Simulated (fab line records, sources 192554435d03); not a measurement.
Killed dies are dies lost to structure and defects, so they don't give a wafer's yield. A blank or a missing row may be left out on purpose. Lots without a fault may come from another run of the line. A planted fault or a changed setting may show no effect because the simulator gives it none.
Chamber matching | flow n5_finfet | N5_HKMG_FIN_DESCUM_17 on rie_diel-01: 4 sister chambers
The step chemistry O2, time 7.9 s. 8 wafers are shown with their chamber, then 7 later ones without.

WAFERS WITH THEIR CHAMBER
wafer  | chamber | throttle_valve_pct (%) | drypump_motor_current_A (A)
L079.6 | 1       | 20.83                  | 6.0
L080.1 | 0       | 20.11                  | 5.2
L080.4 | 3       | 20.58                  | 5.5
L083.3 | 3       | 20.58                  | 5.6
L083.5 | 2       | 20.39                  | 6.3
L083.6 | 1       | 20.86                  | 6.0
L087.2 | 0       | 20.15                  | 5.2
L087.3 | 2       | 20.39                  | 6.3

WAFERS WITHOUT THEIR CHAMBER
wafer  | throttle_valve_pct (%) | drypump_motor_current_A (A)
L087.4 | 20.88                  | 6.0
L088.3 | 20.60                  | 5.5
L088.4 | 20.88                  | 6.0
L088.6 | 20.58                  | 5.5
L092.1 | 20.41                  | 6.3
L092.2 | 20.87                  | 6.0
L092.3 | 20.59                  | 5.5

WHICH CHAMBER EACH WENT THROUGH
wafer  | from the rows above | in truth
L087.4 | 1                   | 1
L088.3 | 3                   | 3
L088.4 | 1                   | 1
L088.6 | 3                   | 3
L092.1 | 2                   | 2
L092.2 | 1                   | 1
L092.3 | 3                   | 3
Placed correctly: 7 of 7. Can't be placed from these rows: 0. Placed wrongly: 0.
How it was worked out, from the rows above alone: a wafer's distance from a chamber is the root of the sum, over the readings, of the square of ((its reading less the chamber's mean) divided by the reading's scatter). The wafer belongs to the nearest chamber; if the next one is less than 2 further off, it can't be placed. A chamber's mean is the mean of its shown wafers. The scatter: the root of (the sum of the squares of (reading less its chamber's mean) over the shown wafers, divided by (wafers less chambers)).
